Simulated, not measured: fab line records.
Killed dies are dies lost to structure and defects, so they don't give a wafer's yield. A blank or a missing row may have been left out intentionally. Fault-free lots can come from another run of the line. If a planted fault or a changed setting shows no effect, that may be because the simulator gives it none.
fab line records | flow n5Finfet
record lots=4 | wafers=12 | lastDay=18
route steps=1938 shown BEOL_M4@1099 BEOL_M5@1112 BEOL_M8@1374 PASSIVATION@1936
lots with no fault: from the same line, run without faults
startH: start of the lot's first displayed wafer, in hours after the record's first day | waitH: how many hours have passed since the lot's step before this one | " same as the row above | L1.1+2: a single row standing in for several wafers | - value missing, or start not given | * or withheld: withheld | < > ~ a bound
route shown NAME@n: NAME is a module with steps in the file, n the number in the route of the first one | usual: mean and standard deviation over wafers with no fault | same: alike in all rows | chamber/n: place in a boat | sites: per-site readings | _std_site: how widely they spread, as a standard deviation | _edge_site: outer sites' mean less inner sites' | radiusMm: for every site, how far away it sits from the centre of the wafer | mask NAME#n: copy n | behind: the last tool/chamber to shape the wafer | hold: cause of the lot's hold/its duration in hours/its outcome | device: the transistor (n, p or np) that didn't switch | end of line: tests run on the same wafers once the route is complete | a step without rows: its recipe alone | killed: at the first sort, the dies lost to defects and structure; wafer yield is something else | map: per-die view of a wafer (x killed, . not killed, _ where there is no die)
set.NAME: the run value of the setting; set.NAME@STEP: its run value at that earlier step | model.NAME: the simulator's own value behind a step, which no gauge read
a table for each step, a row for each wafer; lots at some steps of the route
services: from which hour (startH, from the record's first day; less than 0 if before it) a tool's chamber was out of use, for how many hours, and why
## steps
# step N5_BEOL_M4_ANNEAL_95
# recipe tempC=400 | timeS=240 | ambient=vacuum
# step N5_BEOL_M4_SPUTTER_96
# recipe material=Cu | targetThkA=45 | tempC=-20 | chamberPressurePa=0.07 | powerW=withheld | timeS=8.29
# step N5_BEOL_M4_ECD_50
# recipe material=Cu | targetThkA=3000
# step N5_BEOL_M4_ANNEAL_51
# recipe tempC=225 | timeS=90 | ambient=N2
# step N5_BEOL_M4_CMP_52
# recipe stopOn=SiOC | tOverpolishS=6.8 | downForcePsi=1 | platenRpm=50 | clearingPlatenDownForcePsi=1.5 | clearingPlatenRpm=50 | postCmpClean=cuAlkaline | targetThkNm=40 | clearingPlatenPadVelocityMS=0.99484 | padVelocityMS=0.99484
# step N5_BEOL_M4_PRE_CLEAN_60
# recipe gas=NH3/H2 | timeS=15 | tempC=* | rfPowerW=300
# step N5_BEOL_M4_CO_CAP_55
# recipe material=Co | targetThkA=20 | tempC=200 | precursor=CCTBA/H2 | pressureTorr=30 | timeS=102.1
# step N5_BEOL_M4_PRE_CLEAN_56
# recipe gas=NH3 | timeS=15 | tempC=withheld | rfPowerW=300
# step N5_BEOL_M4_DEP_57
# recipe material=SiCN | targetThkA=80 | tempC=withheld | precursor=3MS/NH3 | pressureTorr=3 | rfW=202 | timeS=14
# step N5_BEOL_M4_RC_MEAS_101
# usual DIBL_N=35.9/1.8 | DIBL_P=36.2/2 | IOFF_N=0.16/0.031 | IOFF_P=0.22/0.041 | ION_N=676/11 | ION_P=465/8.5 | SS_N=71.4/0.64 | SS_P=73.2/0.7 | VT_N=250/3.5 | VT_P=-250/3.9
lot.wafer | tool      | chamber | startH | waitH | DIBL_N[mV/V] | DIBL_P[mV/V] | IOFF_N[nA/um] | IOFF_P[nA/um] | ION_N[uA/um] | ION_P[uA/um] | SS_N[mV/dec] | SS_P[mV/dec] | VT_N[mV] | VT_P[mV]
L402.2    | prober-02 | 0       | 243.96 | 0.2   | 36.5         | 37.8         | 0.20          | 0.26          | 692          | 469          | 71.7         | 73.9         | 247      | -246
L402.3    | "         | 0       | "      | "     | 35.1         | 36.4         | 0.16          | 0.23          | 681          | 473          | 71.8         | 74.0         | 252      | -246
L402.5    | "         | 0       | "      | "     | 34.5         | 35.5         | 0.15          | 0.21          | 673          | 468          | 71.6         | 74.1         | 250      | -248
L403.2    | prober-01 | 0       | 252.18 | 0.2   | 35.5         | 38.2         | 0.18          | 0.24          | 689          | 474          | 71.0         | 73.8         | 247      | -250
L403.3    | "         | 0       | "      | "     | 33.3         | 35.5         | 0.13          | 0.19          | 672          | 463          | 70.8         | 73.3         | 252      | -253
L403.6    | "         | 0       | "      | "     | 33.6         | 35.4         | 0.13          | 0.20          | 667          | 455          | 70.7         | 72.6         | 254      | -254
L404.1    | prober-01 | 0       | 257.21 | 0.0   | 36.1         | 36.0         | 0.19          | 0.23          | 679          | 468          | 71.4         | 73.5         | 246      | -247
L404.3    | "         | 0       | "      | "     | 34.1         | 33.3         | 0.14          | 0.19          | 678          | 468          | 71.0         | 72.1         | 251      | -250
L404.4    | "         | 0       | "      | "     | 34.7         | 35.0         | 0.16          | 0.23          | 666          | 464          | 70.6         | 72.8         | 248      | -248
L413.2    | prober-02 | 0       | 321.27 | 0.2   | 38.6         | 38.9         | 0.17          | 0.19          | 665          | 449          | 71.3         | 73.4         | 251      | -254
L413.4    | "         | 0       | "      | "     | 34.5         | 34.8         | 0.11          | 0.14          | 645          | 443          | 70.4         | 72.2         | 254      | -258
L413.6    | "         | 0       | "      | "     | 32.4         | 31.9         | 0.09          | 0.12          | 651          | 448          | 70.3         | 71.7         | 259      | -260
# step N5_BEOL_M5_ILD_DEP_00
# recipe material=SiCOH_lowk | targetThkA=1406.4 | tempC=300 | precursor=DEMS/porogen | pressureTorr=5 | rfW=500 | timeS=25.9
# step N5_BEOL_M5_CURE_79
# recipe tempC=385 | timeS=240 | ambient=He/Ar | material=SiCOH_lowk
# step N5_BEOL_M5_PECVD_70
# recipe material=SiO2 | targetThkA=160 | tempC=400 | precursor=TEOS/O2 | pressureTorr=5.5 | rfW=450 | teosFlowSccm=53.8 | gas=O2 | flowSccm=3000 | timeS=18
# step N5_BEOL_M5_HM_DEP_02
# recipe material=TiN | targetThkA=200 | tempC=25 | chamberPressurePa=0.49996
# step N5_BEOL_M5_COAT_59
# recipe resist=SOC | tempC=250 | timeS=60 | spinRpm=1500 | resistThkNm=60
# step N5_BEOL_M5_COAT_60
# recipe resist=SiARC | tempC=220 | timeS=60 | spinRpm=1500 | resistThkNm=12
# step N5_BEOL_M5_COAT_71
# recipe resist=underlayer | tempC=205 | timeS=60 | spinRpm=1500 | resistThkNm=5
# step N5_BEOL_M5_COAT_05
# recipe resist=CAR-EUV | spinRpm=1500 | resistThkNm=30
# step N5_BEOL_M5_EBR_07
# recipe solvent=PGMEA | ebrWidthMm=1.5
# step N5_BEOL_M5_SOFTBAKE_06
# recipe tempC=110 | timeS=60 | resist=CAR-EUV
# step N5_BEOL_M5_EXPOSE_08
# recipe maskId=M5 | na=0.33 | sourceShape=annular | sigmaInner=0.4 | sigmaOuter=0.8 | polarization=unpolarized | targetCdNm=28 | doseMj=35.75
# step N5_BEOL_M5_PEB_09
# recipe pebTempC=100 | pebTimeS=60 | resist=CAR-EUV
# step N5_BEOL_M5_DEVELOP_10
# recipe developTimeS=30 | developer=TMAH | resist=CAR-EUV | rinseLiquid=surfactantRinse | dry=airSpin | devTempC=23
# step N5_BEOL_M5_DESCUM_16
# recipe chemistry=O2 | timeS=7 | sourcePowerW=50 | biasPowerW=20 | pressureMtorr=20 | rfFrequencyHz=2.712e+07 | tempC=40 | resist=CAR-EUV | o2FlowSccm=225
# step N5_BEOL_M5_ETCH_72
# recipe chemistry=N2/H2 | target=underlayer | targetDepthA=65 | maskMaterial=CAR-EUV | timeS=5.2 | ionEnergyEv=200 | pressureMtorr=30 | sourceW=840 | biasW=150 | n2FlowSccm=200 | h2FlowSccm=200 | ends=cleared
# step N5_BEOL_M5_ETCH_61
# recipe chemistry=CF4 | target=SiARC | targetDepthA=156 | maskMaterial=CAR-EUV | timeS=26 | ionEnergyEv=80 | pressureMtorr=40 | sourceW=545 | biasW=36 | Ar_flow_sccm=100 | cf4FlowSccm=100 | ends=cleared
# step N5_BEOL_M5_ETCH_62
# recipe chemistry=N2/H2 | target=SOC | targetDepthA=750 | overetchA=150 | maskMaterial=SiARC | tempC=40 | timeS=112.5 | ionEnergyEv=200 | pressureMtorr=30 | sourceW=840 | biasW=150 | n2FlowSccm=200 | h2FlowSccm=200
# step N5_BEOL_M5_STRIP_63
# recipe chemistry=N2/H2 | tempC=40 | n2FlowSccm=200 | h2FlowSccm=200 | rfFrequencyHz=6e+07
# step N5_BEOL_M5_STRIP_73
# recipe chemistry=N2/H2 | tempC=40 | n2FlowSccm=200 | h2FlowSccm=200 | rfFrequencyHz=6e+07
# step N5_BEOL_M5_STRIP_64
# recipe chemistry=CF4 | resist=SiARC | powerW=300 | biasPowerW=75 | pressureMtorr=50 | cf4FlowSccm=150 | rfFrequencyHz=6e+07
# step N5_BEOL_M5_HM_OPEN_17
# recipe chemistry=Cl2/BCl3 | targetDepthA=200 | overetchA=60 | target=TiN | maskMaterial=SOC | ionEnergyEv=150 | pressureMtorr=10 | icpW=1000 | biasW=126 | Cl2_flow_sccm=53.25 | bcl3FlowSccm=21.75 | Ar_flow_sccm=25
# step N5_BEOL_M5_STRIP_19
# recipe chemistry=O2 | powerW=400 | tempC=40 | pressureMtorr=30 | rfFrequencyHz=6e+07 | biasPowerW=0 | overashFraction=0.2 | o2FlowSccm=225
# step N5_BEOL_M5_COAT_65
# recipe resist=SOC | tempC=250 | timeS=60 | spinRpm=1500 | resistThkNm=60
# step N5_BEOL_M5_COAT_66
# recipe resist=SiARC | tempC=220 | timeS=60 | spinRpm=1500 | resistThkNm=12
# step N5_BEOL_M8_VIA_ETCH_34
# recipe chemistry=C4F6/O2 | target=SiCOH_lowk | targetDepthA=1255 | maskMaterial=SOC | taperDeg=4 | timeS=50.5 | ionEnergyEv=250 | pressureMtorr=30 | sourceW=345 | biasW=185 | Ar_flow_sccm=300 | C4F6_flow_sccm=10 | O2_flow_sccm=10
# usual C4F6_flow_sccm=10.00/0.031 | O2_flow_sccm=9.999/0.027 | drypumpMotorCurrentA=5.9/0.4 | oesProductAu=0.82/0.11 | rfVppV=664/16 | showerheadPlenumPTorr=2.82/0.085 | throttleValvePct=20.81/0.21
lot.wafer | tool       | chamber | startH | waitH | C4F6_flow_sccm | O2_flow_sccm | drypumpMotorCurrentA | oesProductAu | rfHoursCounterH | rfVppV | showerheadPlenumPTorr | throttleValvePct | model.SiARC_of_BEOL_M8_COAT_64.thkNm | model.SOC_of_BEOL_M8_COAT_63.thkNm
L402.2    | rieDiel-03 | 3       | 286.33 | 0.0   | -              | -            | -                    | -            | -               | -      | -                     | -                | 6.4                                  | 60.2
L402.3    | "          | 1       | "      | "     | -              | -            | -                    | -            | -               | -      | -                     | -                | 6.6                                  | 60.2
L402.5    | "          | 1       | "      | "     | -              | -            | -                    | -            | -               | -      | -                     | -                | 6.6                                  | 60.2
L403.2    | rieDiel-03 | 3       | 293.89 | 0.0   | -              | -            | -                    | -            | -               | -      | -                     | -                | 6.4                                  | 60
L403.3    | "          | 0       | "      | "     | -              | -            | -                    | -            | -               | -      | -                     | -                | 6.4                                  | 60.4
L403.6    | "          | 2       | "      | "     | -              | -            | -                    | -            | -               | -      | -                     | -                | 6.2                                  | 60.2
L404.1    | rieDiel-02 | 1       | 294.34 | 0.0   | 9.95           | 9.961        | 5.4                  | 0.69         | 225             | 677    | 2.96                  | 20.93            | 0                                    | 54.4
L404.3    | "          | 0       | "      | "     | 10.00          | 10.040       | 6.4                  | 0.71         | 186             | 670    | 2.61                  | 21.08            | 0                                    | 54
L404.4    | "          | 3       | "      | "     | 10.03          | 9.982        | 5.9                  | 0.80         | 90              | 656    | 2.74                  | 20.94            | 0                                    | 54.2
L413.2    | rieDiel-03 | 2       | 357.71 | 0.0   | 9.98           | 9.974        | 5.5                  | 0.89         | 52              | 646    | 2.77                  | 20.63            | 0                                    | 54
L413.4    | "          | 0       | "      | "     | 10.02          | 10.000       | 6.3                  | 0.89         | 43              | 657    | 2.77                  | 20.69            | 0                                    | 54
L413.6    | "          | 3       | "      | "     | 9.99           | 9.959        | 5.9                  | 1.01         | -               | 646    | 2.81                  | 20.43            | 0                                    | 54
# step N5_PASSIVATION_PROBE_49
# usual defectLimitedYield=91.3/1.3 | killed_at_M0_to_M3=35/9.3 | killed_at_M4_up=14/5.2 | killedAtContacts=12/5.9 | killedAtFrontEnd=38/11 | killedAtOther=4/3.7 | killedDies=103/15 | killedOnRim=14/4 | killedOpen=67/12 | killedShort=34/8 | sort_bin_5_function=5.1/0.88 | sort_bin_6_memory=3.3/0.65 | sortNPass=1077/15 | sortYieldPct=91.3/1.3
# same grossDies=1180 | killedAtBackSide=0 | sort_bin_4_leakage[%]=0 | sort_bin_8_speed[%]=0
lot.wafer | tool      | chamber | startH | waitH | defectLimitedYield[%] | killed_at_M0_to_M3 | killed_at_M4_up | killedAtContacts | killedAtFrontEnd | killedAtOther | killedDies | killedOnRim | killedOpen | killedShort | sort_bin_5_function[%] | sort_bin_6_memory[%] | sortNPass | sortYieldPct[%]
L402.2    | prober-01 | -       | 356.01 | 0.1   | 0                     | 48                 | 1085            | 14               | 29               | 4             | 1180       | 152         | 73         | 36          | 96.0                   | 3.5                  | 0         | 0
L402.3    | prober-01 | -       | 356.06 | 0.1   | 0                     | 36                 | 1106            | 5                | 29               | 4             | 1180       | 152         | 42         | 42          | 96.9                   | 2.6                  | 0         | 0
L402.5    | prober-01 | -       | 356.16 | 0.2   | 0                     | 30                 | 1122            | 7                | 20               | 1             | 1180       | 152         | 45         | 21          | 98.2                   | 1.7                  | 0         | 0
L403.2    | prober-01 | -       | 380.65 | 0.1   | 0                     | 28                 | 1100            | 2                | 47               | 3             | 1180       | 152         | 66         | 19          | 96.4                   | 3.4                  | 0         | 0
L403.3    | prober-01 | -       | 380.70 | 0.1   | 0                     | 41                 | 1081            | 8                | 48               | 2             | 1180       | 152         | 75         | 36          | 96.1                   | 3.5                  | 0         | 0
L403.6    | prober-01 | -       | 380.85 | 0.3   | 0                     | 39                 | 1073            | 5                | 60               | 3             | 1180       | 152         | 87         | 33          | 94.8                   | 4.8                  | 0         | 0
# killed by level:class
L402.2 BEOL_M8:areaEtch=1071 MOL_CONTACT_COAG:geometricParticle:open=12 BEOL_M0_SAQP:geometricParticle:open=11 BEOL_M2:geometricParticle:open=11 BEOL_M0_SAQP:geometricParticle:short=8 FIN_SAQP:geometricParticle:short=7 DUMMY_GATE:geometricParticle:open=7 BEOL_M3:geometricParticle:open=6
L402.3 BEOL_M8:areaEtch=1095 BEOL_M0_SAQP:geometricParticle:short=15 BEOL_M0_SAQP:geometricParticle:open=7 FIN_SAQP:geometricParticle:short=4 DUMMY_GATE:geometricParticle:open=4 STARTING-WAFER:geometricParticle:short=4 BEOL_M3:geometricParticle:open=4 STI_FIN_REVEAL:geometricParticle:open=3
L402.5 BEOL_M8:areaEtch=1113 BEOL_M0_SAQP:geometricParticle:open=13 BEOL_M3:geometricParticle:open=6 GATE_CUT:geometricParticle:short=5 MOL_CONTACT_COAG:geometricParticle:open=5 BEOL_M1:geometricParticle:open=4 STARTING-WAFER:geometricParticle:open=4 STI_FIN_REVEAL:geometricParticle:open=3
L403.2 BEOL_M8:areaEtch=1095 STI_FIN_REVEAL:geometricParticle:open=12 DUMMY_GATE:geometricParticle:open=11 FIN_SAQP:geometricParticle:open=9 BEOL_M3:geometricParticle:open=8 BEOL_M2:geometricParticle:open=6 BEOL_M1:geometricParticle:open=4 ILD0:geometricParticle:open=3
L403.3 BEOL_M8:areaEtch=1069 BEOL_M2:geometricParticle:open=13 STI_FIN_REVEAL:geometricParticle:open=11 BEOL_M0_SAQP:geometricParticle:short=11 FIN_SAQP:geometricParticle:open=8 MOL_CONTACT_COAG:geometricParticle:open=7 BEOL_M1:geometricParticle:open=7 FIN_SAQP:geometricParticle:short=6
L403.6 BEOL_M8:areaEtch=1060 STI_FIN_REVEAL:geometricParticle:open=21 BEOL_M3:geometricParticle:open=16 BEOL_M2:geometricParticle:open=11 BEOL_M4:geometricParticle:open=8 FIN_SAQP:geometricParticle:short=7 FIN_SAQP:geometricParticle:open=6 DUMMY_GATE:geometricParticle:open=6
# map L402.2 (x killed, . not)
_________________xxxxxxxxxxxx________________
______________xxxxxxxxxxxxxxxxxx_____________
___________xxxxxxxxxxxxxxxxxxxxxxxx__________
__________xxxxxxxxxxxxxxxxxxxxxxxxxx_________
________xxxxxxxxxxxxxxxxxxxxxxxxxxxxxx_______
_______xxxxxxxxxxxxxxxxxxxxxxxxxxxxxxxx______
______xxxxxxxxxxxxxxxxxxxxxxxxxxxxxxxxxx_____
_____xxxxxxxxxxxxxxxxxxxxxxxxxxxxxxxxxxxx____
____xxxxxxxxxxxxxxxxxxxxxxxxxxxxxxxxxxxxxx___
___xxxxxxxxxxxxxxxxxxxxxxxxxxxxxxxxxxxxxxxx__
___xxxxxxxxxxxxxxxxxxxxxxxxxxxxxxxxxxxxxxxx__
__xxxxxxxxxxxxxxxxxxxxxxxxxxxxxxxxxxxxxxxxxx_
__xxxxxxxxxxxxxxxxxxxxxxxxxxxxxxxxxxxxxxxxxx_
_xxxxxxxxxxxxxxxxxxxxxxxxxxxxxxxxxxxxxxxxxxxx
_xxxxxxxxxxxxxxxxxxxxxxxxxxxxxxxxxxxxxxxxxxxx
_xxxxxxxxxxxxxxxxxxxxxxxxxxxxxxxxxxxxxxxxxxxx
_xxxxxxxxxxxxxxxxxxxxxxxxxxxxxxxxxxxxxxxxxxxx
_xxxxxxxxxxxxxxxxxxxxxxxxxxxxxxxxxxxxxxxxxxxx
_xxxxxxxxxxxxxxxxxxxxxxxxxxxxxxxxxxxxxxxxxxxx
_xxxxxxxxxxxxxxxxxxxxxxxxxxxxxxxxxxxxxxxxxxxx
_xxxxxxxxxxxxxxxxxxxxxxxxxxxxxxxxxxxxxxxxxxxx
__xxxxxxxxxxxxxxxxxxxxxxxxxxxxxxxxxxxxxxxxxx_
__xxxxxxxxxxxxxxxxxxxxxxxxxxxxxxxxxxxxxxxxxx_
___xxxxxxxxxxxxxxxxxxxxxxxxxxxxxxxxxxxxxxxx__
___xxxxxxxxxxxxxxxxxxxxxxxxxxxxxxxxxxxxxxxx__
____xxxxxxxxxxxxxxxxxxxxxxxxxxxxxxxxxxxxxx___
_____xxxxxxxxxxxxxxxxxxxxxxxxxxxxxxxxxxxx____
______xxxxxxxxxxxxxxxxxxxxxxxxxxxxxxxxxx_____
_______xxxxxxxxxxxxxxxxxxxxxxxxxxxxxxxx______
________xxxxxxxxxxxxxxxxxxxxxxxxxxxxxx_______
__________xxxxxxxxxxxxxxxxxxxxxxxxxx_________
___________xxxxxxxxxxxxxxxxxxxxxxxx__________
______________xxxxxxxxxxxxxxxxxx_____________
_________________xxxxxxxxxxxx________________
# map L403.2 (x killed, . not)
_________________xxxxxxxxxxxx________________
______________xxxxxxxxxxxxxxxxxx_____________
___________xxxxxxxxxxxxxxxxxxxxxxxx__________
__________xxxxxxxxxxxxxxxxxxxxxxxxxx_________
________xxxxxxxxxxxxxxxxxxxxxxxxxxxxxx_______
_______xxxxxxxxxxxxxxxxxxxxxxxxxxxxxxxx______
______xxxxxxxxxxxxxxxxxxxxxxxxxxxxxxxxxx_____
_____xxxxxxxxxxxxxxxxxxxxxxxxxxxxxxxxxxxx____
____xxxxxxxxxxxxxxxxxxxxxxxxxxxxxxxxxxxxxx___
___xxxxxxxxxxxxxxxxxxxxxxxxxxxxxxxxxxxxxxxx__
___xxxxxxxxxxxxxxxxxxxxxxxxxxxxxxxxxxxxxxxx__
__xxxxxxxxxxxxxxxxxxxxxxxxxxxxxxxxxxxxxxxxxx_
__xxxxxxxxxxxxxxxxxxxxxxxxxxxxxxxxxxxxxxxxxx_
_xxxxxxxxxxxxxxxxxxxxxxxxxxxxxxxxxxxxxxxxxxxx
_xxxxxxxxxxxxxxxxxxxxxxxxxxxxxxxxxxxxxxxxxxxx
_xxxxxxxxxxxxxxxxxxxxxxxxxxxxxxxxxxxxxxxxxxxx
_xxxxxxxxxxxxxxxxxxxxxxxxxxxxxxxxxxxxxxxxxxxx
_xxxxxxxxxxxxxxxxxxxxxxxxxxxxxxxxxxxxxxxxxxxx
_xxxxxxxxxxxxxxxxxxxxxxxxxxxxxxxxxxxxxxxxxxxx
_xxxxxxxxxxxxxxxxxxxxxxxxxxxxxxxxxxxxxxxxxxxx
_xxxxxxxxxxxxxxxxxxxxxxxxxxxxxxxxxxxxxxxxxxxx
__xxxxxxxxxxxxxxxxxxxxxxxxxxxxxxxxxxxxxxxxxx_
__xxxxxxxxxxxxxxxxxxxxxxxxxxxxxxxxxxxxxxxxxx_
___xxxxxxxxxxxxxxxxxxxxxxxxxxxxxxxxxxxxxxxx__
___xxxxxxxxxxxxxxxxxxxxxxxxxxxxxxxxxxxxxxxx__
____xxxxxxxxxxxxxxxxxxxxxxxxxxxxxxxxxxxxxx___
_____xxxxxxxxxxxxxxxxxxxxxxxxxxxxxxxxxxxx____
______xxxxxxxxxxxxxxxxxxxxxxxxxxxxxxxxxx_____
_______xxxxxxxxxxxxxxxxxxxxxxxxxxxxxxxx______
________xxxxxxxxxxxxxxxxxxxxxxxxxxxxxx_______
__________xxxxxxxxxxxxxxxxxxxxxxxxxx_________
___________xxxxxxxxxxxxxxxxxxxxxxxx__________
______________xxxxxxxxxxxxxxxxxx_____________
_________________xxxxxxxxxxxx________________
## services
tool       | chamber | startH | hours | kind
rieDiel-02 | 0       | 272.35 | 6.4   | repair
rieDiel-03 | 3       | 272.91 | 8.3   | repair
rieDiel-03 | 2       | 308.08 | 2.5   | repair
rieDiel-03 | 3       | 308.34 | 5.9   | repair
rieDiel-03 | 1       | 314.59 | 8.3   | repair
rieDiel-03 | 3       | 337.16 | -     | clean
rieDiel-03 | 3       | 337.16 | -     | consumableReplace:focusRing
rieDiel-03 | 3       | 337.16 | 15.6  | scheduledDown
rieDiel-03 | 3       | 337.16 | 15.6  | ventCycle
rieDiel-02 | 1       | 349.06 | 28.8  | repair
## key
firstSign step=N5_BEOL_M8_VIA_ETCH_34 | reading=toolRecord | direction=missing
effect step=N5_PASSIVATION_PROBE_49 | reading=killed_at_M4_up | direction=up | sigmas=99+ | usual=14 | struck=1094
modelEffect step=N5_BEOL_M8_VIA_ETCH_34 | value=SiARC_of_BEOL_M8_COAT_64.thkNm | without=0 | struck=6.433
moreKillsBornAt N5_BEOL_M8_VIA_ETCH_34@rieDiel-03=6503
metAt N5_BEOL_M8_VIA_ETCH_34
struckWafers L402.2,L402.3,L402.5,L403.2,L403.3,L403.6
laterRowsLeftOut L402.2,L402.3,L402.5,L403.2,L403.3,L403.6
fault kind=skippedStepWhole | tool=rieDiel-03 | chamber=- | onsetH=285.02 | steps=N5_BEOL_M8_VIA_ETCH_34 | scope=struckLotsOnly
# laterRowsLeftOut: the simulator's readings of these wafers behind a module that went badly wrong aren't trusted and aren't shown, but for the sort
